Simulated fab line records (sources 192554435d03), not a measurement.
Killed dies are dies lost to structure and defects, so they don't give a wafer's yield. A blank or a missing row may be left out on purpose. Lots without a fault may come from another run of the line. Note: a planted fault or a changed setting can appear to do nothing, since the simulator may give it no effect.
What tool caused it? | flow n5-finfet | Sampling: 10 lots, 29 wafers, 5 of 1938 route steps

== WHAT THE GAUGES SHOWED, per wafer ==
N5_BEOL_M14_INSPECT_12: inspects for defects (macro). Usual: raw-defect-count at 1.9, with a standard deviation of 1.3.
lot  | measured     | on                | raw-defect-count | flag
L515 | day 12 05:16 | defect-inspect-02 | 3 0 1            |
L514 | day 12 23:01 | defect-inspect-02 | 3 0              |
L518 | day 13 17:08 | defect-inspect-02 | 0 1 2            |
L520 | day 14 11:23 | defect-inspect-02 | 6 1 3            |
L525 | day 15 13:41 | defect-inspect-02 | 4 2 3            |
L522 | day 15 14:22 | defect-inspect-02 | 1 3 3            |
L530 | day 16 18:03 | defect-inspect-02 | 1 1 2            |
L531 | day 17 08:44 | defect-inspect-01 | 1 3 0            |
L532 | day 17 10:19 | defect-inspect-01 | 3 3 1            |
L536 | day 18 13:44 | defect-inspect-02 | 3 2 2            |

N5_BEOL_M14_CD_MEAS_28: target cd 284.4 nm. Usual: cd-nm at 284.2 nm, with a standard deviation of 2.4.
lot  | measured     | on        | cd-nm (nm)        | flag
L515 | day 12 06:04 | cd-sem-02 | 285.0 284.8 287.4 |
L514 | day 12 23:56 | cd-sem-02 | 282.7 285.4       |
L518 | day 13 18:06 | cd-sem-02 | 290.0 285.9 282.4 |
L520 | day 14 12:33 | cd-sem-01 | 284.8 282.6 281.8 |
L525 | day 15 14:29 | cd-sem-03 | 296.6 295.2 303.4 | OFF
L522 | day 15 15:20 | cd-sem-02 | 300.4 298.1 297.3 | OFF
L530 | day 16 19:16 | cd-sem-01 | 286.2 285.1 284.7 |
L531 | day 17 09:40 | cd-sem-03 | 284.9 285.1 286.9 |
L532 | day 17 11:08 | cd-sem-03 | 284.1 286.3 286.7 |
L536 | day 18 14:40 | cd-sem-01 | 279.5 283.5 278.7 |

N5_BEOL_M14_INSPECT_30: inspects for defects (macro). Usual: raw-defect-count at 1.9, with a standard deviation of 1.4.
lot  | measured     | on                | raw-defect-count | flag
L515 | day 12 06:07 | defect-inspect-02 | 1 4 1            |
L514 | day 12 23:59 | defect-inspect-02 | 2 0              |
L518 | day 13 18:09 | defect-inspect-02 | 3 1 0            |
L520 | day 14 12:37 | defect-inspect-02 | 0 4 4            |
L525 | day 15 14:32 | defect-inspect-02 | 3 3 0            |
L522 | day 15 15:23 | defect-inspect-02 | 1 0 2            |
L530 | day 16 19:19 | defect-inspect-02 | 2 0 2            |
L531 | day 17 09:43 | defect-inspect-01 | 3 3 5            |
L532 | day 17 11:11 | defect-inspect-01 | 3 2 0            |
L536 | day 18 14:43 | defect-inspect-01 | 2 0 4            |

== TOOL THAT RAN EACH LOT (tool first, then ch and the chambers of the sampled wafers, then the start) ==
lot  | N5_BEOL_M14_VIA_ETCH_16            | N5_BEOL_M14_PEB_26
L515 | rie-diel-05 ch 0,1,2, day 12 05:23 | litho-track-02 ch 0, day 12 05:57
L514 | rie-diel-03 ch 0,3, day 12 23:13   | litho-track-04 ch 0, day 12 23:49
L518 | rie-diel-03 ch 0,1, day 13 17:18   | litho-track-04 ch 0, day 13 17:59
L520 | rie-diel-03 ch 1,3, day 14 11:44   | litho-track-04 ch 0, day 14 12:26
L525 | rie-diel-02 ch 0,3, day 15 13:49   | litho-track-04 ch 0, day 15 14:22
L522 | rie-diel-05 ch 1,2,3, day 15 14:29 | litho-track-04 ch 0, day 15 15:13
L530 | rie-diel-03 ch 1,2, day 16 18:28   | litho-track-02 ch 0, day 16 19:09
L531 | rie-diel-03 ch 1,2,3, day 17 08:57 | litho-track-02 ch 0, day 17 09:33
L532 | rie-diel-03 ch 1,2,3, day 17 10:27 | litho-track-02 ch 0, day 17 11:01
L536 | rie-diel-02 ch 0,1,3, day 18 13:52 | litho-track-04 ch 0, day 18 14:32
- N5_BEOL_M14_VIA_ETCH_16: etches SiO2 in C4F8/O2/Ar, target depth 1231.3 nm.
- N5_BEOL_M14_PEB_26: peb time 90 s.

== AS READ BY THE TOOLS THEMSELVES (means over the sampled wafers that have a number; for cases with no such wafer, the mark the record gives instead) ==
N5_BEOL_M14_VIA_ETCH_16. Usual: C4F8_flow_sccm 15.99 sccm, standard deviation 0.05; chamber-pressure-mTorr 19.997 mTorr, standard deviation 0.019; drypump-motor-current-A 5.7 A, standard deviation 0.4; oes_o_777_au 0.79 a.u., standard deviation 0.069; oes-product-au 0.73 a.u., standard deviation 0.07; rf-vpp-V 2255 V, standard deviation 57; showerhead-plenum-p-Torr 3.46 Torr, standard deviation 0.085; throttle-valve-pct 30.96 %, standard deviation 0.25.
lot  | tool        | C4F8_flow_sccm (sccm) | chamber-pressure-mTorr (mTorr) | drypump-motor-current-A (A) | oes_o_777_au (a.u.) | oes-product-au (a.u.) | rf-vpp-V (V) | showerhead-plenum-p-Torr (Torr) | throttle-valve-pct (%) | flag
L515 | rie-diel-05 | 15.96                 | 20.004                         | 6.0                         | 0.78                | 0.70                  | 2217         | 3.39                            | 30.86                  |
L514 | rie-diel-03 | 16.05                 | 20.004                         | 5.7                         | 0.76                | 0.69                  | 2318         | 3.46                            | 31.23                  |
L518 | rie-diel-03 | 15.98                 | 20.002                         | 5.5                         | 0.80                | 0.75                  | 2310         | 3.48                            | 31.10                  |
L520 | rie-diel-03 | 16.00                 | 19.982                         | 5.6                         | 0.84                | 0.79                  | 2280         | 3.50                            | 31.07                  |
L525 | rie-diel-02 | 15.91                 | 19.987                         | 6.0                         | 0.88                | 0.79                  | 2264         | 3.59                            | 30.75                  |
L522 | rie-diel-05 | 15.98                 | 20.003                         | 6.0                         | 0.82                | 0.76                  | 2258         | 3.40                            | 30.98                  |
L530 | rie-diel-03 | 15.98                 | 19.993                         | 5.3                         | 0.80                | 0.74                  | 2210         | 3.49                            | 30.75                  |
L531 | rie-diel-03 | 16.02                 | 19.997                         | 5.5                         | 0.79                | 0.74                  | 2241         | 3.48                            | 30.95                  |
L532 | rie-diel-03 | 15.99                 | 20.004                         | 5.5                         | 0.79                | 0.74                  | 2241         | 3.48                            | 30.97                  |
L536 | rie-diel-02 | 16.04                 | 19.999                         | 5.8                         | 0.85                | 0.73                  | 2255         | 3.54                            | 30.77                  |

N5_BEOL_M14_PEB_26. Usual: heater-power-total-W 172.5 W, standard deviation 0.72; plate-temp-C 130.00 C, standard deviation 0.14.
lot  | tool           | heater-power-total-W (W) | plate-temp-C (C) | flag
L515 | litho-track-02 | 171.7                    | 129.86           |
L514 | litho-track-04 | 172.7                    | 129.99           |
L518 | litho-track-04 | 172.9                    | 130.06           |
L520 | litho-track-04 | 172.5                    | 129.87           |
L525 | litho-track-04 | 178.8                    | 133.72           | OFF
L522 | litho-track-04 | 179.0                    | 133.64           | OFF
L530 | litho-track-02 | 171.8                    | 130.17           |
L531 | litho-track-02 | 172.8                    | 129.85           |
L532 | litho-track-02 | 172.7                    | 129.92           |
L536 | litho-track-04 | 172.9                    | 130.06           |

== THE ANSWER, worked out from the rows above alone ==
Rule: take the mean of a lot's wafers that have a number; if it is more than 3 standard deviations from the usual mean, the lot is off. A lot without any number at a reading at which 4 lots or more have one is off too. Where the step has rows for the other lots, those lots are counted as sound. First the gauges in route order, then the tools' own readings, where a lot's mean is used as printed above. The first step at which some lot is off is used, and at that step the reading that is off furthest; a lot without a number counts as furthest.
Off: L525, L522 (N5_BEOL_M14_CD_MEAS_28, cd-nm).
If a tool, at a process step before that reading, ran all the lots that are off and no sound lot after the first of them, it fits. Not tried: the gauges at N5_BEOL_M14_CD_MEAS_28; whatever is off there is also off at N5_BEOL_M14_PEB_26, on other tools, and gauge error can't account for it. Not one of the candidates tried fits.

== WHAT HAD BEEN PUT IN BY THE SIMULATOR ==
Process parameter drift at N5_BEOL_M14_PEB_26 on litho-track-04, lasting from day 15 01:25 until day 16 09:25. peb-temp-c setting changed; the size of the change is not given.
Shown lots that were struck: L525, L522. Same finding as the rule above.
